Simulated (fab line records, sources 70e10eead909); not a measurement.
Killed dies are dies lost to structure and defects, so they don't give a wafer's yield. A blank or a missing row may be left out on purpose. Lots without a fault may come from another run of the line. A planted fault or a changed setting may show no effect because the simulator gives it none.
fab line records | flow nand_harc
record lots=11 wafers=33 last_day=24
route steps=1159 shown A_M1@1052 THIN_TSV@1121 END@1158
lots that met no fault: from a run of the same line without faults
start_h: hours from the record's first day to the start of the lot's first wafer shown | wait_h: hours since the lot's step before | " the same as in the row above | L1.1+2: a row that stands for several wafers | - no value, or no start given | * or withheld: withheld | < > ~ a bound
route shown NAME@n: a module of which the file shows steps, and the number in the route of the first | usual: mean/standard deviation of fault-free wafers | same: alike in all rows | chamber/n: place in a boat | sites: the reading at each site | _std_site: their standard deviation | _edge_site: outer sites' mean less inner sites' | radius_mm: how far each site lies from the wafer's centre | mask NAME#n: copy n | behind: the tool/chamber that last shaped the wafer | hold: why the lot was held/for how many hours/how that ended | device: the transistor (n, p or np) that didn't switch | end of line: the same wafers' tests at the end of the route | a step without rows: its recipe alone | killed: dies lost to structure and defects at the first sort, not the wafer's yield | map: a wafer's dies, x killed, . not, _ none there
set.NAME: the setting as run; set.NAME@STEP: as run at that earlier step | model.NAME: the simulator's own value behind a step, which no gauge read
steps of the route over a sample of lots; a table a step, a row a wafer
services: from which hour (start_h, from the record's first day; less than 0 if before it) a tool's chamber was out of use, for how many hours, and why
## steps
# step NHARC_A_M1_CMP_23
# recipe t_overpolish_s=20 target_thk_nm=154.34
# usual edge_zone_pressure_frac=1.000/0.005 motor_current_A=12.1/1.1 slurry_flow_ml_min=150.0/0.49 time_to_endpoint_s=27/3.5
# columns lot.wafer tool chamber start_h wait_h edge_zone_pressure_frac motor_current_A slurry_flow_ml_min time_to_endpoint_s
L771.3 cmp-01 3 411.86 - 0.999 11.3 150.7 24
L771.2 " 0 " " 0.991 11.1 149.8 32
L771.4 " 2 " " 1.006 12.1 150.2 26
L773.3 cmp-02 1 413.22 - 0.998 11.7 150.5 28
L773.1 " 2 " " 1.002 12.7 150.3 26
L773.4 " 3 " " 1.008 14.8 150.6 27
L775.4 cmp-01 1 430.02 - 1.011 11.8 149.5 29
L775.1 " 3 " " 1.005 11.5 150.3 22
L775.6 " 1 " " 1.012 11.9 150.0 32
L772.2 cmp-04 1 433.02 - 0.996 13.0 149.8 25
L772.6 " 2 " " 0.991 13.8 149.1 24
L772.5 " 3 " " 1.007 12.4 150.1 26
L777.2 cmp-04 3 449.19 - 0.995 12.2 150.2 26
L777.1 " 0 " " 1.006 10.6 149.4 26
L777.5 " 1 " " 1.000 14.0 149.6 26
L784.1 cmp-04 0 476.20 - 0.999 11.3 150.3 24
L784.4 " 1 " " 0.998 13.2 150.0 26
L784.5 " 0 " " 0.993 10.5 150.1 24
L781.4 cmp-04 1 503.33 - 0.993 13.4 149.7 27
L781.1 " 2 " " 1.002 13.5 149.9 26
L781.6 " 0 " " 1.005 10.6 149.9 26
L786.4 cmp-02 0 516.46 - 0.995 12.3 149.8 27
L786.1 " 1 " " 1.004 12.1 149.0 28
L786.6 " 0 " " 0.997 12.3 149.8 26
L787.2 cmp-01 0 517.13 - 0.996 10.7 150.5 33
L787.1 " 2 " " 1.004 11.8 150.8 24
L787.3 " 3 " " 0.998 11.2 149.9 21
L790.4 cmp-01 1 523.31 - 1.006 12.6 149.7 29
L790.2 " 3 " " 0.999 11.2 150.0 25
L790.5 " 0 " " 1.012 10.8 150.5 36
L791.3 cmp-01 2 526.29 - 0.997 12.2 150.8 26
L791.4 " 3 " " 0.993 10.6 150.7 24
L791.5 " 2 " " 1.002 11.2 150.3 25
# step NHARC_THIN_TSV_CD_MEAS_16
# usual cd_nm=1000.9/2.5
# columns lot.wafer tool chamber start_h wait_h cd_nm
L771.2 cd_sem-02 - 432.03 0.1 1003.0
L771.3 " - " " 1001.9
L771.4 " - " " 1002.6
L773.1 cd_sem-02 - 435.66 0.1 1002.2
L773.3 " - " " 999.3
L773.4 " - " " 998.9
L775.1 cd_sem-02 - 449.40 0.1 1004.7
L775.4 " - " " 1001.7
L775.6 " - " " 1006.5
L772.2 cd_sem-01 - 450.60 0.1 1002.2
L772.5 " - " " 999.7
L772.6 " - " " 1001.5
L777.1 cd_sem-02 - 467.83 0.1 1001.2
L777.2 " - " " 1001.8
L777.5 " - " " 1002.0
L784.1 cd_sem-02 - 497.08 0.1 1001.3
L784.4 " - " " 999.5
L784.5 " - " " 998.4
L781.1 cd_sem-02 - 523.48 0.1 1002.8
L781.4 " - " " 1000.3
L781.6 " - " " 1006.2
L786.1 cd_sem-03 - 535.41 0.1 998.4
L786.4 " - " " 1002.2
L786.6 " - " " 1001.0
L787.1 cd_sem-01 - 536.64 0.1 1005.6
L787.2 " - " " 1003.3
L787.3 " - " " 999.2
L791.3 cd_sem-03 - 542.11 0.1 1002.4
L791.4 " - " " 999.1
L791.5 " - " " 1000.9
L790.2 cd_sem-03 - 543.32 0.1 998.3
L790.4 " - " " 999.1
L790.5 " - " " 997.3
# step NHARC_THIN_TSV_ANNEAL_52
# recipe temp_c=225 time_s=90
# usual anneal_temp_c_max=226.13/0.26 wafer_temp_C_max=225.81/0.21
# columns lot.wafer tool chamber start_h wait_h anneal_temp_c_max wafer_temp_C_max
L771.2 rtp_anneal-01 0 435.08 0.6 225.89 225.74
L771.3 " 0 " " 225.85 225.76
L771.4 " 0 " " 226.01 225.62
L773.1 rtp_anneal-01 0 438.74 0.6 225.99 226.14
L773.3 " 0 " " 226.08 225.52
L773.4 " 0 " " 226.12 225.90
L775.1 rtp_anneal-02 0 452.42 0.5 226.66 225.87
L775.4 " 0 " " 226.06 226.03
L775.6 " 0 " " 225.90 225.76
L772.2 rtp_anneal-02 0 453.64 0.6 226.69 225.81
L772.5 " 0 " " 226.66 225.72
L772.6 " 0 " " 226.60 225.69
L777.1 rtp_anneal-01 0 471.03 0.6 226.10 225.74
L777.2 " 0 " " 225.96 225.68
L777.5 " 0 " " 226.07 225.76
L784.1 rtp_anneal-01 0 500.15 0.5 226.21 225.52
L784.4 " 0 " " 225.78 225.50
L784.5 " 0 " " 226.27 225.89
L781.1 rtp_anneal-02 0 526.57 0.6 225.88 225.81
L781.4 " 0 " " 225.93 226.03
L781.6 " 0 " " 227.24 225.82
L786.1 rtp_anneal-01 0 540.28 0.5 226.01 225.77
L786.4 " 0 " " 226.15 226.02
L786.6 " 0 " " 226.14 225.95
L787.1 rtp_anneal-01 0 540.99 0.7 225.97 225.64
L787.2 " 0 " " 226.04 225.49
L787.3 " 0 " " 226.61 225.81
L791.3 rtp_anneal-02 0 548.17 0.5 226.52 225.73
L791.4 " 0 " " 226.27 225.62
L791.5 " 0 " " 226.26 225.97
L790.2 rtp_anneal-01 0 548.39 0.7 226.10 225.51
L790.4 " 0 " " 225.71 225.95
L790.5 " 0 " " 226.29 225.40
# step NHARC_END_WLT_00
# usual VT_DECK1_BOTTOM=0.873/0.0072 VT_DECK1_BOTTOM_INNER=0.873/0.0064 VT_DECK1_MEDIAN_NEAR_BOTTOM=0.874/0.0067 VT_DECK1_MEDIAN_NEAR_BOTTOM_INNER=0.874/0.0066 VT_DECK1_MIDDLE=0.884/0.0068 VT_DECK1_MIDDLE_INNER=0.885/0.0065 VT_DECK1_TOP=0.895/0.0074 VT_DECK1_TOP_INNER=0.895/0.0063
# columns lot.wafer tool chamber start_h wait_h VT_DECK1_BOTTOM VT_DECK1_BOTTOM_INNER VT_DECK1_MEDIAN_NEAR_BOTTOM VT_DECK1_MEDIAN_NEAR_BOTTOM_INNER VT_DECK1_MIDDLE VT_DECK1_MIDDLE_INNER VT_DECK1_TOP VT_DECK1_TOP_INNER
L771.2 prober-01 - 442.03 0.5 0.867 0.877 0.869 0.875 0.879 0.883 0.886 0.892
L771.3 " - " " 0.857 0.867 0.866 0.864 0.878 0.875 0.891 0.887
L771.4 " - " " 0.861 0.862 0.861 0.855 0.887 0.877 0.902 0.889
L773.1 prober-01 - 457.10 11.8 0.874 0.877 0.868 0.883 0.880 0.877 0.892 0.891
L773.3 " - 458.11 12.8 0.872 0.876 0.873 0.874 0.882 0.883 0.899 0.887
L773.4 " - " " 0.888 0.875 0.880 0.870 0.892 0.884 0.892 0.894
L775.1 prober-02 - 460.09 0.1 0.879 0.877 0.872 0.875 0.892 0.888 0.896 0.896
L775.4 " - 461.60 1.6 0.874 0.870 0.873 0.877 0.889 0.892 0.899 0.901
L775.6 " - 462.61 2.6 0.876 0.870 0.878 0.871 0.877 0.888 0.899 0.899
L772.2 prober-01 - 465.49 5.5 0.862 0.851 0.863 0.864 0.877 0.866 0.889 0.890
L772.5 " - 466.98 6.9 0.861 0.867 0.868 0.862 0.873 0.877 0.877 0.882
L772.6 " - " " 0.873 0.880 0.879 0.872 0.877 0.874 0.884 0.888
L777.1 prober-02 - 478.72 0.1 0.877 0.880 0.874 0.871 0.894 0.905 0.910 0.903
L777.2 " - " " 0.881 0.883 0.890 0.882 0.891 0.893 0.904 0.904
L777.5 " - 480.72 2.1 0.885 0.878 0.878 0.888 0.894 0.893 0.919 0.901
L784.1 prober-01 - 509.36 0.0 0.861 0.873 0.868 0.870 0.885 0.882 0.887 0.893
L784.4 " - 510.87 1.5 0.877 0.870 0.872 0.870 0.883 0.880 0.892 0.895
L784.5 " - " " 0.865 0.867 0.866 0.873 0.880 0.887 0.894 0.889
L781.1 prober-02 - 534.36 0.1 0.875 0.873 0.875 0.875 0.885 0.889 0.896 0.893
L781.4 " - 535.86 1.6 0.878 0.871 0.876 0.877 0.893 0.881 0.898 0.888
L781.6 " - 536.86 2.6 0.870 0.874 0.872 0.878 0.891 0.881 0.891 0.886
L786.1 prober-01 - 550.89 0.0 0.884 0.882 0.880 0.888 0.904 0.888 0.907 0.903
L786.4 " - 552.41 1.6 0.886 0.885 0.875 0.887 0.898 0.892 0.901 0.901
L786.6 " - 553.43 2.6 0.880 0.876 0.871 0.887 0.898 0.891 0.907 0.904
L787.1 prober-02 - 550.89 0.0 0.872 0.869 0.866 0.872 0.886 0.880 0.889 0.897
L787.2 " - " " 0.864 0.870 0.870 0.868 0.877 0.872 0.897 0.886
L787.3 " - " " 0.877 0.868 0.869 0.868 0.877 0.881 0.893 0.884
L790.2 prober-02 - 566.94 12.8 0.881 0.876 0.882 0.883 0.893 0.886 0.904 0.899
L790.4 " - 567.95 13.8 0.870 0.876 0.881 0.879 0.887 0.882 0.895 0.909
L790.5 " - " " 0.878 0.875 0.869 0.878 0.885 0.885 0.901 0.904
L791.3 prober-01 - 567.61 13.5 0.877 0.875 0.875 0.884 0.889 0.881 0.893 0.902
L791.4 " - " " 0.889 0.876 0.872 0.878 0.888 0.887 0.897 0.890
L791.5 " - " " 0.870 0.867 0.869 0.871 0.882 0.888 0.895 0.890
# step NHARC_END_SORT_01
# recipe temp_c=25
# usual defect_limited_yield=95.5/1.4 killed_at_array=26/9.1 killed_at_other=0.7/0.9 killed_at_periphery=3.6/2.8 killed_dies=30/9.2 killed_open=3.0/1.9 killed_short=2.0/1.4 sort_bin_2_pct=1.4/0.6 sort_bin_3_pct=0.23/0.17 sort_bin_4_pct=2.8/0.92 sort_n_pass=647/9.2 sort_rim_yield_pct=95.9/2.1 sort_yield_pct=95.5/1.4
# same gross_dies=677 sort_bin_5_pct[%]=0 sort_bin_6_pct[%]=0 sort_bin_7_pct[%]=0 sort_bin_8_pct[%]=0 sort_rim_n_gross=106.00
# columns lot.wafer tool chamber start_h wait_h defect_limited_yield[%] killed_at_array killed_at_other killed_at_periphery killed_dies killed_open killed_short sort_bin_2_pct[%] sort_bin_3_pct[%] sort_bin_4_pct[%] sort_n_pass sort_rim_yield_pct[%] sort_yield_pct[%]
L771.2 prober-01 0 445.34 2.8 96.5 22 1 1 24 2 2 1.5 0.15 1.9 653 96.2 96.5
L771.3 prober-01 0 446.14 3.1 95.7 24 0 5 29 6 4 1.9 0.15 2.2 648 100.0 95.7
L771.4 prober-01 0 446.94 3.4 94.4 33 0 5 38 2 4 2.4 0.30 3.0 639 96.2 94.4
L773.1 prober-01 0 460.13 2.5 95.6 28 0 2 30 2 1 1.8 0 2.7 647 91.5 95.6
L773.3 prober-01 0 461.75 3.1 94.5 31 1 5 37 9 4 2.4 0.44 2.7 640 95.3 94.5
L773.4 prober-01 0 462.56 3.4 96.5 22 0 2 24 2 0 1.8 0.30 1.5 653 95.3 96.5
L777.1 prober-02 0 481.72 2.5 96.2 23 1 2 26 4 3 1.3 0.15 2.4 651 96.2 96.2
L777.2 prober-02 0 482.52 2.8 96.3 21 3 1 25 3 0 0.9 0.30 2.5 652 98.1 96.3
L777.5 prober-02 0 484.94 3.7 95.0 23 5 6 34 3 2 1.8 0 3.2 643 93.4 95.0
L784.1 prober-01 0 512.37 2.5 64.0 244 0 0 244 0 2 12.1 2.95 21.0 433 67.0 64.0
L784.4 prober-01 0 514.77 3.4 64.0 242 0 2 244 1 1 11.8 1.62 22.6 433 62.3 64.0
L784.5 prober-01 0 515.56 3.7 63.8 242 0 3 245 1 2 12.3 1.48 22.5 432 67.0 63.8
L781.1 prober-02 0 537.37 2.5 60.7 261 1 4 266 2 2 11.8 3.10 24.4 411 53.8 60.7
L781.4 prober-02 0 539.78 3.4 61.6 255 1 4 260 4 1 13.3 2.36 22.7 417 65.1 61.6
L781.6 prober-02 0 541.38 4.0 62.9 249 0 2 251 6 1 10.3 2.95 23.8 426 66.0 62.9
# killed by level:class
L771.2 A_CHANNEL_HOLE_D1:chamber_film_flake=8 A_STAIRCASE:chamber_film_flake=5 A_CONTACT:chamber_film_flake=4 P_CONTACT:geometric_particle:open=1 A_CHANNEL_FILL_D1:geometric_particle:short=1 A_CONTACT:geometric_particle:short=1 A_CONTACT:geometric_particle:open=1 A_SLIT:chamber_film_flake=1
L771.3 A_CHANNEL_HOLE_D1:chamber_film_flake=9 A_STAIRCASE:chamber_film_flake=4 A_CHANNEL_FILL_D1:geometric_particle:open=2 A_CONTACT:geometric_particle:open=2 A_WL_FILL:chamber_film_flake=2 A_CONTACT:chamber_film_flake=2 P_CONTACT:geometric_particle:short=1 P_M0:geometric_particle:open=1
L771.4 A_CHANNEL_HOLE_D1:chamber_film_flake=15 A_STAIRCASE:chamber_film_flake=5 A_CONTACT:chamber_film_flake=4 P_M0:chamber_film_flake=3 A_SLIT:chamber_film_flake=2 P_STI:geometric_particle:short=1 A_ONON_D1:geometric_particle:short=1 A_ONON_D1:geometric_particle:open=1
L773.1 A_SLIT:chamber_film_flake=12 A_CHANNEL_HOLE_D1:chamber_film_flake=7 A_CHANNEL_FILL_D1:chamber_film_flake=2 A_STAIRCASE:chamber_film_flake=2 P_CONTACT:geometric_particle:open=1 A_CONTACT:geometric_particle:short=1 A_BLC:geometric_particle:open=1 P_ZERO_WELL:chamber_film_flake=1
L773.3 A_SLIT:chamber_film_flake=10 A_STAIRCASE:chamber_film_flake=4 P_ZERO_WELL:chamber_film_flake=3 A_CHANNEL_HOLE_D1:chamber_film_flake=3 A_CHANNEL_FILL_D1:geometric_particle:open=2 A_SGD_CUT:geometric_particle:open=2 A_BLC:geometric_particle:open=2 A_WL_FILL:chamber_film_flake=2
L773.4 A_SLIT:chamber_film_flake=10 A_CHANNEL_HOLE_D1:chamber_film_flake=3 A_STAIRCASE:chamber_film_flake=3 P_ZERO_WELL:chamber_film_flake=2 A_WL_FILL:chamber_film_flake=2 A_CONTACT:chamber_film_flake=2 A_CHANNEL_HOLE_D1:geometric_particle:open=1 A_CONTACT:geometric_particle:open=1
L777.1 A_CHANNEL_HOLE_D1:chamber_film_flake=13 A_CONTACT:chamber_film_flake=2 P_GATE:geometric_particle:open=1 A_ONON_D1:geometric_particle:short=1 A_ONON_D1:geometric_particle:open=1 A_WL_FILL:geometric_particle:short=1 A_CONTACT:geometric_particle:short=1 A_CONTACT:geometric_particle:open=1
L777.2 A_CHANNEL_HOLE_D1:chamber_film_flake=12 A_CONTACT:chamber_film_flake=3 THIN_TSV:chamber_film_flake=3 A_STAIRCASE:chamber_film_flake=2 P_CONTACT:geometric_particle:open=1 A_BLC:geometric_particle:open=1 A_M0:geometric_particle:open=1 A_ZERO_WELL:chamber_film_flake=1
L777.5 A_CHANNEL_HOLE_D1:chamber_film_flake=13 P_STI:chamber_film_flake=5 THIN_TSV:chamber_film_flake=5 A_STAIRCASE:chamber_film_flake=4 A_WL_FILL:geometric_particle:open=2 A_CHANNEL_FILL_D1:geometric_particle:short=1 A_WL_FILL:geometric_particle:short=1 A_CONTACT:geometric_particle:open=1
L784.1 A_M1:unspecified=220 A_SLIT:chamber_film_flake=9 A_CONTACT:chamber_film_flake=7 A_CHANNEL_HOLE_D1:chamber_film_flake=4 A_STAIRCASE:chamber_film_flake=2 A_ONON_D1:geometric_particle:short=1 A_WL_FILL:geometric_particle:short=1
L784.4 A_M1:unspecified=217 A_SLIT:chamber_film_flake=10 A_CONTACT:chamber_film_flake=5 A_CHANNEL_HOLE_D1:chamber_film_flake=3 A_STAIRCASE:chamber_film_flake=3 A_WL_FILL:chamber_film_flake=2 P_STI:geometric_particle:open=1 A_WL_FILL:geometric_particle:short=1
L784.5 A_M1:unspecified=215 A_SLIT:chamber_film_flake=11 A_CONTACT:chamber_film_flake=5 A_STAIRCASE:chamber_film_flake=4 A_CHANNEL_HOLE_D1:chamber_film_flake=3 P_GATE:chamber_film_flake=2 A_SOURCE_PLATE:geometric_particle:open=1 A_ONON_D1:geometric_particle:short=1
L781.1 A_M1:unspecified=229 A_CHANNEL_HOLE_D1:chamber_film_flake=12 A_SLIT:chamber_film_flake=12 A_CONTACT:chamber_film_flake=5 P_M1:chamber_film_flake=2 P_CONTACT:geometric_particle:short=1 P_M2:geometric_particle:open=1 A_WL_FILL:geometric_particle:open=1
L781.4 A_M1:unspecified=216 A_CHANNEL_HOLE_D1:chamber_film_flake=19 A_SLIT:chamber_film_flake=13 A_STAIRCASE:chamber_film_flake=3 P_CONTACT:geometric_particle:open=1 P_M0:geometric_particle:open=1 A_CHANNEL_HOLE_D1:geometric_particle:open=1 A_M0:geometric_particle:open=1
L781.6 A_M1:unspecified=221 A_CHANNEL_HOLE_D1:chamber_film_flake=10 A_SLIT:chamber_film_flake=7 A_M0:geometric_particle:open=2 A_STAIRCASE:chamber_film_flake=2 A_CONTACT:chamber_film_flake=2 P_M0:geometric_particle:open=1 P_M2:geometric_particle:open=1
## services
# columns tool chamber start_h hours kind
cmp-04 - 401.06 4.0 pm
cmp-04 - 405.06 - consumable_replace:conditioner
cmp-04 - 405.06 - consumable_replace:pad
cmp-02 - 406.88 3.1 repair
cmp-01 - 418.53 2.0 repair
cmp-02 - 422.62 4.0 pm
cmp-02 - 426.62 - consumable_replace:conditioner
cmp-02 - 426.62 - consumable_replace:pad
cmp-04 - 429.58 3.0 repair
cmp-01 - 473.50 4.0 pm
cmp-02 - 477.28 0.7 repair
cmp-01 - 477.50 - consumable_replace:conditioner
cmp-01 - 477.50 - consumable_replace:pad
cmp-04 - 488.58 1.1 repair
cmp-04 - 499.06 4.0 pm
cmp-04 - 503.06 - consumable_replace:conditioner
cmp-04 - 503.06 - consumable_replace:pad
cmp-04 - 505.28 1.6 repair
cmp-02 - 520.62 4.0 pm
cmp-02 - 524.62 - consumable_replace:conditioner
cmp-02 - 524.62 - consumable_replace:pad
## key
first_sign step=NHARC_END_SORT_01 reading=killed_at_array direction=up sigmas=24 usual=26 struck=249
effect step=NHARC_END_SORT_01 reading=defect_limited_yield direction=down sigmas=24 usual=95.5 struck=62.8
more_kills_born_at NHARC_A_M1_CMP_23@cmp-04=1318
met_at NHARC_A_M1_CMP_23
struck_lots L781,L784
not_acting_at NHARC_THIN_TSV_CD_MEAS_16,NHARC_THIN_TSV_ANNEAL_52,NHARC_END_WLT_00
onset_between 449.19 476.20
fault kind=chamber_particle_source tool=cmp-04 chamber=- onset_h=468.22 steps=NHARC_A_M1_CMP_23 rate_per_visit_cm2=0.43442 end_h=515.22
